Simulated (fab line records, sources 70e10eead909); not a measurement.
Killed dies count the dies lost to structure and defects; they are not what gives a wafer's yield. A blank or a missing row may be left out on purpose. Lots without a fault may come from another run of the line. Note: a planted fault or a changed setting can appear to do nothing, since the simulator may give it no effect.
Which tool was responsible?    flow nand-harc    12 lots with 36 wafers sampled at 6 steps, on a route of 1159 steps

== WHAT THE GAUGES READ, wafer by wafer ==
NHARC_P_M0_THK_MEAS_24: measures by xrf.
lot   measured      on             thk-nm (nm)
L655  day 6 00:04   film-metro-02  118.3 116.2 117.4
L656  day 6 06:40   film-metro-01  117.2 117.2 117.4
L657  day 6 13:55   film-metro-02  116.7 117.3 118.2
L660  day 7 09:38   film-metro-01  118.9 118.1 117.8
L661  day 7 19:55   film-metro-02  116.0 116.5 115.8
L662  day 7 21:03   film-metro-02  119.3 117.6 117.8
L664  day 8 10:26   film-metro-02  117.5 118.1 119.5
L666  day 9 05:05   film-metro-01  116.7 115.5 118.7
L669  day 9 20:42   film-metro-02  118.1 118.0 121.8
L671  day 10 03:23  film-metro-01  118.6 118.7 119.1
L670  day 10 04:01  film-metro-02  116.5 118.0 114.7
L674  day 10 22:25  film-metro-02  119.5 119.8 118.2

NHARC_P_M1_INSPECT_11.
lot   measured      on                 raw-defect-count
L655  day 6 01:36   defect-inspect-01  10 4 2
L656  day 6 08:20   defect-inspect-02  3 2 7
L657  day 6 15:28   defect-inspect-01  1 2 4
L660  day 7 11:17   defect-inspect-01  6 2 6
L661  day 7 21:35   defect-inspect-02  3 5 4
L662  day 7 22:44   defect-inspect-01  3 4 5
L664  day 8 12:07   defect-inspect-02  6 4 6
L666  day 9 06:37   defect-inspect-01  5 4 3
L669  day 9 22:23   defect-inspect-02  4 3 3
L671  day 10 05:04  defect-inspect-02  5 276 312
L670  day 10 05:43  defect-inspect-02  2 3 298
L674  day 11 00:32  defect-inspect-02  2 4 3

NHARC_END_SORT_01.
lot   measured      on         defect-limited-yield (%)  killed-at-array  killed-at-other  killed-at-periphery  killed-dies  killed-open  killed-short  sort_bin_2_pct (%)  sort_bin_3_pct (%)  sort_bin_4_pct (%)  sort-n-pass  sort-rim-yield-pct (%)  sort-yield-pct (%)
L666  day 22 22:43  prober-01  96.0 95.6 95.1            22 29 30         3 0 2            2 1 1                27 30 33     3 1 3        0 0 2         1.2 1.5 1.2         0 0 0.15            2.8 3.0 3.5         650 647 644  93.4 96.2 93.4          96.0 95.6 95.1
L669  day 23 08:51  prober-02  96.0 95.7 94.4            26 26 35         0 0 0            1 3 3                27 29 38     1 3 4        0 2 4         1.3 1.5 1.8         0 0.15 0.74         2.7 2.7 3.1         650 648 639  97.2 96.2 95.3          96.0 95.7 94.4
L671  day 23 14:29  prober-01  94.5 85.4 83.8            32 26 29         0 3 2            5 70 79              37 99 110    6 1 4        2 1 2         1.9 5.5 6.5         0.30 2.66 3.25      3.2 6.5 6.5         640 578 567  92.5 92.5 94.3          94.5 85.4 83.8
L670  day 23 15:04  prober-02  96.3 96.3 86.7            16 16 14         6 7 1            3 2 75               25 25 90     4 6 4        0 2 2         1.0 1.3 6.8         0.30 0.15 1.62      2.4 2.2 4.9         652 652 587  93.4 94.3 97.2          96.3 96.3 86.7

== TOOL THAT RAN EACH LOT (tool first, then ch and the chambers of the sampled wafers, then the start) ==
lot   NHARC_P_M0_PRE_CLEAN_31          NHARC_P_M1_STRIP_18                NHARC_P_M1_DEGAS_29
L655  pecvd-02 ch 0,1,2, day 6 00:17   rie-diel-04 ch 1,2,3, day 6 02:04  pvd-sputter-02, day 6 02:41
L656  pecvd-01 ch 1,2, day 6 06:55     rie-diel-04 ch 2,3, day 6 08:47    pvd-sputter-02, day 6 09:26
L657  pecvd-03 ch 0,1, day 6 14:10     rie-diel-11 ch 1,2,3, day 6 15:58  pvd-sputter-03, day 6 16:34
L660  pecvd-03 ch 0,1,2, day 7 09:52   rie-diel-10 ch 1,2,3, day 7 11:43  pvd-sputter-02, day 7 12:25
L661  pecvd-03 ch 0,1,2, day 7 20:08   rie-diel-04 ch 1,2,3, day 7 22:02  pvd-sputter-03, day 7 22:39
L662  pecvd-03 ch 0,1,2, day 7 21:17   rie-diel-10 ch 1,3, day 7 23:10    pvd-sputter-03, day 7 23:53
L664  pecvd-03 ch 0,2, day 8 10:41     rie-diel-11 ch 2,3, day 8 12:34    pvd-sputter-02, day 8 13:11
L666  pecvd-02 ch 1,2, day 9 05:19     rie-diel-10 ch 0,1,2, day 9 07:03  pvd-sputter-03, day 9 07:42
L669  pecvd-01 ch 0,1,2, day 9 20:58   rie-diel-04 ch 1,2,3, day 9 22:54  pvd-sputter-03, day 9 23:29
L671  pecvd-02 ch 1,2, day 10 03:37    rie-diel-04 ch 0,1, day 10 05:31   pvd-sputter-03, day 10 06:09
L670  pecvd-02 ch 0,2, day 10 04:14    rie-diel-04 ch 2,3, day 10 06:10   pvd-sputter-01, day 10 06:48
L674  pecvd-03 ch 0,1,2, day 10 22:56  rie-diel-10 ch 1,2, day 11 01:01   pvd-sputter-03, day 11 01:37
- NHARC_P_M0_PRE_CLEAN_31: time 12 s.
- NHARC_P_M1_STRIP_18: strips in N2/H2.
- NHARC_P_M1_DEGAS_29: time 60 s.

== WHAT THE TOOLS THEMSELVES READ (means of the sampled wafers that have a number; where no wafer has one, the mark that the record gives instead) ==
NHARC_P_M0_PRE_CLEAN_31.
lot   tool      heater-power-w (W)
L655  pecvd-02  587
L656  pecvd-01  637
L657  pecvd-03  583
L660  pecvd-03  594
L661  pecvd-03  594
L662  pecvd-03  574
L664  pecvd-03  571
L666  pecvd-02  598
L669  pecvd-01  584
L671  pecvd-02  623
L670  pecvd-02  692
L674  pecvd-03  596

NHARC_P_M1_STRIP_18.
lot   tool         drypump-motor-current-A (A)  oes-product-au (a.u.)  rf-vpp-V (V)  showerhead-plenum-p-Torr (Torr)  throttle-valve-pct (%)
L655  rie-diel-04  6.0                          1.009                  91.3          2.14                             14.168
L656  rie-diel-04  6.1                          1.010                  90.8          2.12                             14.175
L657  rie-diel-11  5.3                          1.004                  89.6          2.03                             14.169
L660  rie-diel-10  5.3                          1.005                  90.8          2.04                             14.175
L661  rie-diel-04  6.0                          1.006                  91.4          2.14                             14.170
L662  rie-diel-10  5.4                          1.001                  90.6          2.03                             14.173
L664  rie-diel-11  5.3                          0.997                  91.7          2.09                             14.174
L666  rie-diel-10  5.3                          1.006                  89.6          2.06                             14.169
L669  rie-diel-04  6.0                          1.001                  91.6          2.14                             14.172
L671  rie-diel-04  5.7                          0.994                  91.4          2.18                             14.179
L670  rie-diel-04  5.8                          1.000                  91.0          2.10                             14.179
L674  rie-diel-10  5.2                          1.005                  90.9          2.11                             14.177

NHARC_P_M1_DEGAS_29.
lot   tool            heater-power-w (W)
L655  pvd-sputter-02  413
L656  pvd-sputter-02  372
L657  pvd-sputter-03  317
L660  pvd-sputter-02  369
L661  pvd-sputter-03  329
L662  pvd-sputter-03  347
L664  pvd-sputter-02  391
L666  pvd-sputter-03  332
L669  pvd-sputter-03  320
L671  pvd-sputter-03  349
L670  pvd-sputter-01  347
L674  pvd-sputter-03  336

== THE ANSWER, worked out from the rows above alone ==
Rule: the lots themselves supply what counts as usual. Put in order of their means at a reading, lots are off if they are a third of the lots or fewer, leave a main group of 4 or more, and stand apart from it by a gap of 3 or more times the standard deviation of the main group's means; of several such gaps the widest counts. A main group whose means are all the same, to the digits that the tables above print for the reading, isn't used. A lot without any number at a reading at which 4 lots or more have one is off too. Where the step has rows for the other lots, those lots are counted as sound. First the gauges in route order, then the tools' own readings, where a lot's mean is used as printed above. The first step at which some lot is off is used, and at that step the reading that is off furthest; a lot without a number counts as furthest.
Off at NHARC_P_M1_INSPECT_11 (raw-defect-count): L671, L670. The main group: mean 4.0, standard deviation 0.91.
If a tool, at a process step before that reading, ran all the lots that are off and no sound lot after the first of them, it fits. Gauges at NHARC_P_M1_INSPECT_11: tried the same way as those tools. One fits: NHARC_P_M0_PRE_CLEAN_31 on pecvd-02. A fault onset in the window from L666 (day 9 05:19, its last sound lot) to L671 (day 10 03:37, its first lot off) fits.

== WHAT THE SIMULATOR HAD PUT IN ==
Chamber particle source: pecvd-02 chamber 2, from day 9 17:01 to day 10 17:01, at NHARC_P_M0_PRE_CLEAN_31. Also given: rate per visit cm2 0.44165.
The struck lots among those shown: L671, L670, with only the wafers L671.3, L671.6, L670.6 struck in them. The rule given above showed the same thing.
